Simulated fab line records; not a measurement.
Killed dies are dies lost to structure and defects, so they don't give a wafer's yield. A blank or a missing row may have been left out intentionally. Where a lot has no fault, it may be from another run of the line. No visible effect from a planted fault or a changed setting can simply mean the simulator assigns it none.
Chamber matching | flow n5 finfet | N5_SDB_ETCH_17 on rie diel-05 has 4 sister chambers
The step etches SiARC in CF4, target depth 23.4 nm, time 39 s. 4 wafers are shown with their chamber, then 7 later ones without.

== EACH WAFER AND ITS CHAMBER ==
wafer  | chamber | drypump motor current A (A)
L080.5 | 0       | 5.7
L081.3 | 2       | 6.5
L082.1 | 3       | 5.2
L082.2 | 1       | 5.6

== WAFERS WHOSE CHAMBER IS MISSING ==
wafer  | drypump motor current A (A)
L082.4 | 6.6
L087.3 | 5.2
L087.4 | 5.6
L087.5 | 6.5
L090.1 | 5.7
L090.3 | 5.8
L090.5 | 6.5

== CHAMBER TAKEN BY EACH ==
wafer  | from the rows above     | in truth
L082.4 | 2                       | 2
L087.3 | 3                       | 3
L087.4 | can't be placed: 1 or 0 | 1
L087.5 | 2                       | 2
L090.1 | can't be placed: 0 or 1 | 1
L090.3 | can't be placed: 0 or 1 | 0
L090.5 | 2                       | 2
4 of 7 placed correctly. These rows do not allow placing 3 (true chamber among the candidates in 3). Placed wrongly: 0.
How it was worked out, from the rows above alone: a wafer's distance from a chamber is the root of the sum, over the readings, of the square of ((its reading less the chamber's mean) divided by the reading's scatter). The wafer belongs to the nearest chamber; if the next one is less than 2 further off, it can't be placed. For every chamber, the mean is computed from those of its wafers that are shown. The scatter: root of mean squared gap, hidden wafer to nearest shown wafer, with one shown wafer a chamber.
